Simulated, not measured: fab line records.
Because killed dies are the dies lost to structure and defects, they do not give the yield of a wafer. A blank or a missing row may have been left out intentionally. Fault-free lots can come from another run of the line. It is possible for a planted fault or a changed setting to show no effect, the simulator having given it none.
Chamber matching | flow n5-finfet | 4 sister chambers for N5_HKMG_FIN_ETCH_58 on rie-diel-06
The step etches SOC in N2/H2, target depth 215.8 nm, time 741 s. 4 wafers are shown with their chamber, then 8 later ones without.

== WAFERS, EACH WITH ITS CHAMBER ==
wafer  | chamber | drypump-motor-current-A (A)
L084.1 | 2       | 5.1
L087.3 | 3       | 5.9
L087.5 | 0       | 6.0
L089.2 | 1       | 5.7

== WAFERS WITH NO CHAMBER GIVEN ==
wafer  | drypump-motor-current-A (A)
L089.4 | 5.9
L089.5 | 5.1
L090.1 | 6.0
L090.4 | 5.7
L090.5 | 5.7
L093.1 | 5.8
L093.3 | 5.8
L093.5 | 5.7

== CHAMBER TAKEN BY EACH ==
wafer  | from the rows above     | in truth
L089.4 | 3                       | 3
L089.5 | 2                       | 2
L090.1 | 0                       | 0
L090.4 | 1                       | 1
L090.5 | 1                       | 1
L093.1 | can't be placed: 1 or 3 | 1
L093.3 | can't be placed: 1 or 3 | 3
L093.5 | 1                       | 1
Correct placement for 6 of the 8. These rows do not allow placing 2 (true chamber among the candidates in 2). 0 placed wrongly.
How it was worked out, from the rows above alone: a wafer's distance from a chamber is the root of the sum, over the readings, of the square of ((its reading less the chamber's mean) divided by the reading's scatter). The wafer belongs to the nearest chamber; if the next one is less than 2 further off, it can't be placed. Each chamber's mean is taken over the wafers shown for it. The scatter (one wafer shown for each chamber): square how far every hidden wafer sits from the nearest shown wafer, average those squares and take the square root.
